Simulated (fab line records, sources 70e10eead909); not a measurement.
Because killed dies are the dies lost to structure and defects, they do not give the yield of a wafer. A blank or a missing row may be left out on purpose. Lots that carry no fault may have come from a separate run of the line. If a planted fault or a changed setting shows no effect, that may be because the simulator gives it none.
Which tool did it? / flow nand_harc / 13 lots, 39 wafers sampled, at 5 steps of a route of 1302

== WHAT EACH GAUGE READ, for each wafer ==
NHARC_THIN_TSV_CD_MEAS_37.
lot=L432; measured=day 24 10:52; on=cd_sem-02; cd_nm (nm)=5001.0 4997.2 4996.4
lot=L431; measured=day 24 09:25; on=cd_sem-03; cd_nm (nm)=5004.0 5003.6 4997.5
lot=L435; measured=day 25 04:16; on=cd_sem-01; cd_nm (nm)=5006.9 5001.3 5004.7
lot=L434; measured=day 25 18:01; on=cd_sem-03; cd_nm (nm)=4996.7 4997.3 5000.9
lot=L436; measured=day 26 14:01; on=cd_sem-01; cd_nm (nm)=4996.7 4999.4 4998.1
lot=L438; measured=day 27 12:06; on=cd_sem-02; cd_nm (nm)=4999.6 4999.0 4995.8
lot=L437; measured=day 27 13:28; on=cd_sem-02; cd_nm (nm)=4998.9 5000.3 4998.3
lot=L439; measured=day 27 22:45; on=cd_sem-02; cd_nm (nm)=4997.6 5001.8 5004.4
lot=L441; measured=day 28 14:23; on=cd_sem-01; cd_nm (nm)=5000.6 5004.6 5006.2
lot=L443; measured=day 28 23:31; on=cd_sem-01; cd_nm (nm)=5003.4 5003.2 5001.1
lot=L444; measured=day 29 12:55; on=cd_sem-01; cd_nm (nm)=4998.0 4998.0 5000.3
lot=L446; measured=day 30 00:29; on=cd_sem-03; cd_nm (nm)=4994.0 4996.6 4997.8
lot=L447; measured=day 30 07:20; on=cd_sem-03; cd_nm (nm)=5001.2

NHARC_THIN_TSV_INSPECT_40.
lot=L432; measured=day 24 14:49; on=defect_inspect-02; raw_defect_count=487 458 606
lot=L431; measured=day 24 14:49; on=defect_inspect-01; raw_defect_count=504 642 570
lot=L435; measured=day 25 12:09; on=defect_inspect-02; raw_defect_count=612 849 553
lot=L434; measured=day 25 22:42; on=defect_inspect-01; raw_defect_count=560 595 631
lot=L436; measured=day 26 19:10; on=defect_inspect-01; raw_defect_count=505 479 510
lot=L438; measured=day 27 16:43; on=defect_inspect-01; raw_defect_count=484 461 489
lot=L437; measured=day 27 16:43; on=defect_inspect-02; raw_defect_count=486 514 482
lot=L439; measured=day 28 03:49; on=defect_inspect-02; raw_defect_count=477 397 468
lot=L441; measured=day 28 18:53; on=defect_inspect-01; raw_defect_count=564 501 500
lot=L443; measured=day 29 02:48; on=defect_inspect-01; raw_defect_count=547 566 443
lot=L444; measured=day 29 17:31; on=defect_inspect-02; raw_defect_count=463 475 562
lot=L446; measured=day 30 07:25; on=defect_inspect-01; raw_defect_count=490 512 486
lot=L447; measured=day 30 12:02; on=defect_inspect-01; raw_defect_count=566

NHARC_END_SORT_01.
lot=L446; measured=day 30 11:17; on=prober-02; defect_limited_yield (%)=89.5 87.4 90.5; killed_at_array=64 82 55; killed_at_other=1 0 2; killed_at_periphery=6 3 7; killed_dies=71 85 64; killed_open=5 5 4; killed_short=4 3 3
lot=L447; measured=day 30 18:09; on=prober-01; defect_limited_yield (%)=92.5 0 0; killed_at_array=46 671 670; killed_at_other=1 0 1; killed_at_periphery=4 6 6; killed_dies=51 677 677; killed_open=3 6 4; killed_short=0 1 5

== WHICH TOOL RAN EACH LOT (tool, then ch and the chambers of the sampled wafers, then the start) ==
lot=L432; NHARC_A_BONDPAD_PVD_27=pvd_sputter-01, day 23 12:37; NHARC_THIN_TSV_ETCH_15=rie_si-03 ch 1,2,3, day 24 04:18
lot=L431; NHARC_A_BONDPAD_PVD_27=pvd_sputter-02, day 23 13:35; NHARC_THIN_TSV_ETCH_15=rie_si-05 ch 0,3, day 24 02:52
lot=L435; NHARC_A_BONDPAD_PVD_27=pvd_sputter-01, day 24 05:35; NHARC_THIN_TSV_ETCH_15=rie_si-05 ch 0,1, day 24 21:45
lot=L434; NHARC_A_BONDPAD_PVD_27=pvd_sputter-02, day 24 21:10; NHARC_THIN_TSV_ETCH_15=rie_si-02 ch 0,1,2, day 25 11:35
lot=L436; NHARC_A_BONDPAD_PVD_27=pvd_sputter-02, day 25 16:14; NHARC_THIN_TSV_ETCH_15=rie_si-05 ch 0,1, day 26 07:28
lot=L438; NHARC_A_BONDPAD_PVD_27=pvd_sputter-02, day 26 14:26; NHARC_THIN_TSV_ETCH_15=rie_si-03 ch 2,3, day 27 05:21
lot=L437; NHARC_A_BONDPAD_PVD_27=pvd_sputter-02, day 26 17:42; NHARC_THIN_TSV_ETCH_15=rie_si-05 ch 1,3, day 27 06:14
lot=L439; NHARC_A_BONDPAD_PVD_27=pvd_sputter-03, day 27 01:43; NHARC_THIN_TSV_ETCH_15=rie_si-03 ch 0,1,2, day 27 16:14
lot=L441; NHARC_A_BONDPAD_PVD_27=pvd_sputter-03, day 27 17:26; NHARC_THIN_TSV_ETCH_15=rie_si-03 ch 0,1, day 28 07:49
lot=L443; NHARC_A_BONDPAD_PVD_27=pvd_sputter-02, day 28 03:38; NHARC_THIN_TSV_ETCH_15=rie_si-02 ch 0,1, day 28 17:00
lot=L444; NHARC_A_BONDPAD_PVD_27=pvd_sputter-02, day 28 14:17; NHARC_THIN_TSV_ETCH_15=rie_si-05 ch 1,2,3, day 29 06:28
lot=L446; NHARC_A_BONDPAD_PVD_27=pvd_sputter-01, day 29 03:26; NHARC_THIN_TSV_ETCH_15=rie_si-05 ch 0,2, day 29 17:54
lot=L447; NHARC_A_BONDPAD_PVD_27=pvd_sputter-02, day 29 09:52; NHARC_THIN_TSV_ETCH_15=rie_si-02 ch 0, day 30 00:25
- NHARC_A_BONDPAD_PVD_27: deposits Cu, target thk 30 nm, time 20.49 s.
- NHARC_THIN_TSV_ETCH_15: target depth 3000 nm, bosch target overetch cycles 2, bosch etch step 2.8 s.

== WHAT THE TOOLS THEMSELVES READ (means of the sampled wafers that have a number; where no wafer has one, the mark that the record gives instead) ==
NHARC_A_BONDPAD_PVD_27.
lot=L432; tool=pvd_sputter-01; throttle_valve_pct (%)=30.3
lot=L431; tool=pvd_sputter-02; throttle_valve_pct (%)=30.8
lot=L435; tool=pvd_sputter-01; throttle_valve_pct (%)=30.4
lot=L434; tool=pvd_sputter-02; throttle_valve_pct (%)=29.7
lot=L436; tool=pvd_sputter-02; throttle_valve_pct (%)=29.8
lot=L438; tool=pvd_sputter-02; throttle_valve_pct (%)=30.4
lot=L437; tool=pvd_sputter-02; throttle_valve_pct (%)=30.9
lot=L439; tool=pvd_sputter-03; throttle_valve_pct (%)=28.6
lot=L441; tool=pvd_sputter-03; throttle_valve_pct (%)=30.5
lot=L443; tool=pvd_sputter-02; throttle_valve_pct (%)=28.9
lot=L444; tool=pvd_sputter-02; throttle_valve_pct (%)=29.5
lot=L446; tool=pvd_sputter-01; throttle_valve_pct (%)=29.7
lot=L447; tool=pvd_sputter-02; throttle_valve_pct (%)=29.1

NHARC_THIN_TSV_ETCH_15.
lot=L432; tool=rie_si-03; drypump_motor_current_A (A)=6.0
lot=L431; tool=rie_si-05; drypump_motor_current_A (A)=6.4
lot=L435; tool=rie_si-05; drypump_motor_current_A (A)=5.6
lot=L434; tool=rie_si-02; drypump_motor_current_A (A)=5.8
lot=L436; tool=rie_si-05; drypump_motor_current_A (A)=5.6
lot=L438; tool=rie_si-03; drypump_motor_current_A (A)=5.6
lot=L437; tool=rie_si-05; drypump_motor_current_A (A)=6.1
lot=L439; tool=rie_si-03; drypump_motor_current_A (A)=6.0
lot=L441; tool=rie_si-03; drypump_motor_current_A (A)=6.3
lot=L443; tool=rie_si-02; drypump_motor_current_A (A)=5.5
lot=L444; tool=rie_si-05; drypump_motor_current_A (A)=5.9
lot=L446; tool=rie_si-05; drypump_motor_current_A (A)=6.0
lot=L447; tool=rie_si-02; drypump_motor_current_A (A)=5.6

== THE ANSWER, worked out from the rows above alone ==
Rule: the lots themselves supply what counts as usual. The widest of any qualifying gaps counts: lots, ordered by their means at a reading, are off when they make up no more than a third of the lots, leave a main group of 4 or more, and stand apart from it by 3 or more times the standard deviation of that group's means. The tables above print the reading to a certain number of digits; a main group whose means all agree to those digits is not used. A lot without any number at a reading at which 4 lots or more have one is off too. Where the step has rows for the other lots, those lots are counted as sound. The gauges are gone through in route order, then the tools' own readings, and for those a lot's mean is taken as printed above. At the first step where some lot is off, the reading lying furthest off is the one used; lots without a number count as furthest.
Across all readings shown, no lot is off: no conclusion can be drawn from this.

== WHAT HAD BEEN PUT IN BY THE SIMULATOR ==
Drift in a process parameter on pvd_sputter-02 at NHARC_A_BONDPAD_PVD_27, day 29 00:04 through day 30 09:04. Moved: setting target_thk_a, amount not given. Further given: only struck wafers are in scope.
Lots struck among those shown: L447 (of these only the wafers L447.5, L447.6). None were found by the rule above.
